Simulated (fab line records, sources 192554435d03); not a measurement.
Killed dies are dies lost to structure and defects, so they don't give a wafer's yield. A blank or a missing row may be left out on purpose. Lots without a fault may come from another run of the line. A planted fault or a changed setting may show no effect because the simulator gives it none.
A struck lot beside a sound one | flow n5_finfet | 23 steps out of a route of 1938
Sound: wafers L948.1, L948.4, L948.5. Struck: wafers L949.1, L949.3, L949.6. The cause comes at the end.
At each step with rows: each side's tool, then ch and its chambers, then its first start. Under that, the readings that differ: sound wafers | struck wafers | difference of the means | sigmas: that difference in standard deviations of wafers without a fault.
alike: readings whose means differ by less than 2 such deviations, and words and numbers that are the same on both sides. not compared: withheld readings, readings that some wafer has no value for, bounds like >300 that may hide the same value, and numbers for which the record gives no deviation and whose values overlap.
The two part at a step that has a row with sigmas, a row that says differs or no value, or rows on one side only. Numbers that don't overlap but have no deviation are shown without sigmas and don't part them. A reading that every wafer of one side lacks parts them only if that side has two wafers or more.

first, 9 steps without rows for these wafers: N5_BEOL_M0_SAQP_EXPOSE_37 (exposes mask M0 CUT1, target cd 30 nm); N5_BEOL_M0_SAQP_PEB_38 (peb time 60 s); N5_BEOL_M0_SAQP_DEVELOP_39 (develop time 30 s); N5_BEOL_M0_SAQP_DESCUM_45 (chemistry O2, time 7 s); N5_BEOL_M0_SAQP_ETCH_88 (etches underlayer in N2/H2, target depth 6.5 nm, time 5.2 s); N5_BEOL_M0_SAQP_ETCH_73 (etches SiARC in CF4, target depth 19.5 nm, time 32.5 s); N5_BEOL_M0_SAQP_CUT_ETCH_46 (etches SOC in N2/H2, target depth 135 nm, overetch 27 nm, time 202.5 s); N5_BEOL_M0_SAQP_STRIP_74 (strips in N2/H2); N5_BEOL_M0_SAQP_STRIP_89 (strips in N2/H2).
N5_BEOL_M0_SAQP_ALD_48: deposits SiO2, target thk 20 nm, pulse time 1 s, co reactant pulse time 1 s.
  sound on ald_sin-04 ch 0,2,3, day 8 17:10; struck on ald_sin-04 ch 0,1,3, day 9 00:07
  alike: heater_power_outer_w, heater_power_w, precursor_pulse_height_rel
then, 9 steps without rows for these wafers: N5_BEOL_M0_SAQP_ETCH_49 (etches SiO2 in CF4/O2, target depth 37 nm); N5_BEOL_M0_SAQP_STRIP_75 (strips in CF4); N5_BEOL_M0_CUTY_COAT_50 (time 60 s, resist thk 15 nm); N5_BEOL_M0_CUTY_COAT_51 (resist thk 150 nm); N5_BEOL_M0_CUTY_EBR_52; N5_BEOL_M0_CUTY_SOFTBAKE_53 (time 60 s); N5_BEOL_M0_CUTY_EXPOSE_54 (exposes mask M0 ABLK); N5_BEOL_M0_CUTY_PEB_55 (peb time 60 s); N5_BEOL_M0_CUTY_DEVELOP_56 (develop time 30 s).
N5_BEOL_M0_CUTY_INSPECT_59: inspects for defects (macro).
  sound on defect_inspect-01, day 8 18:14; struck on defect_inspect-01, day 9 01:13
  reading          | sound | struck         | difference | sigmas
  raw_defect_count | 3 0 3 | >300 >300 >300 | differs    |
then, 1 step without rows for these wafers: N5_BEOL_M0_CUTY_DESCUM_61 (chemistry O2, time 7.9 s).
-- the record jumps here: 2 days lie between the struck wafers' starts before and after (it left off in module BEOL_M0_CUTY and takes up again in module BEOL_M4, whose first step shown is number 1111 of the route) --
N5_BEOL_M4_RC_MEAS_101:
  sound on prober-01 ch 0, day 11 01:46; struck on prober-02 ch 0, day 11 02:17
  alike: DIBL_N, DIBL_P, IOFF_N, IOFF_P, ION_N, ION_P, SS_N, SS_P, VT_N, VT_P
-- the record jumps here: 4 days lie between the struck wafers' starts before and after (it left off in module BEOL_M4 and takes up again in module PASSIVATION, whose first step shown is number 1936 of the route) --
N5_PASSIVATION_PROBE_49:
  sound on prober-01, day 15 06:22; struck on prober-01, day 15 05:41
  reading                  | sound          | struck         | difference | sigmas
  defect_limited_yield (%) | 90.7 90.4 90.4 | 82.5 81.3 81.5 | -8.7       | -6
  killed_at_M0_to_M3       | 21 22 16       | 134 148 169    | +131       | +14
  killed_at_other          | 10 9 6         | 2 2 5          | -5         | -2
  killed_dies              | 110 113 113    | 207 221 218    | +103       | +6
  killed_on_rim            | 11 17 13       | 34 31 18       | +14        | +4
  sort_bin_5_function (%)  | 5.8 5.2 5.4    | 10.0 10.6 11.9 | +5.4       | +6
  sort_n_pass              | 1070 1067 1067 | 973 959 962    | -103       | -6
  sort_yield_pct (%)       | 90.7 90.4 90.4 | 82.5 81.3 81.5 | -8.7       | -6
  alike: killed_at_M4_up, killed_at_contacts, killed_at_front_end, killed_open, killed_short, sort_bin_6_memory, sort_bin_8_speed

WHERE THEY PART
First at N5_BEOL_M0_CUTY_INSPECT_59; last, within this record, at N5_PASSIVATION_PROBE_49.

WHY: what the simulator had put in
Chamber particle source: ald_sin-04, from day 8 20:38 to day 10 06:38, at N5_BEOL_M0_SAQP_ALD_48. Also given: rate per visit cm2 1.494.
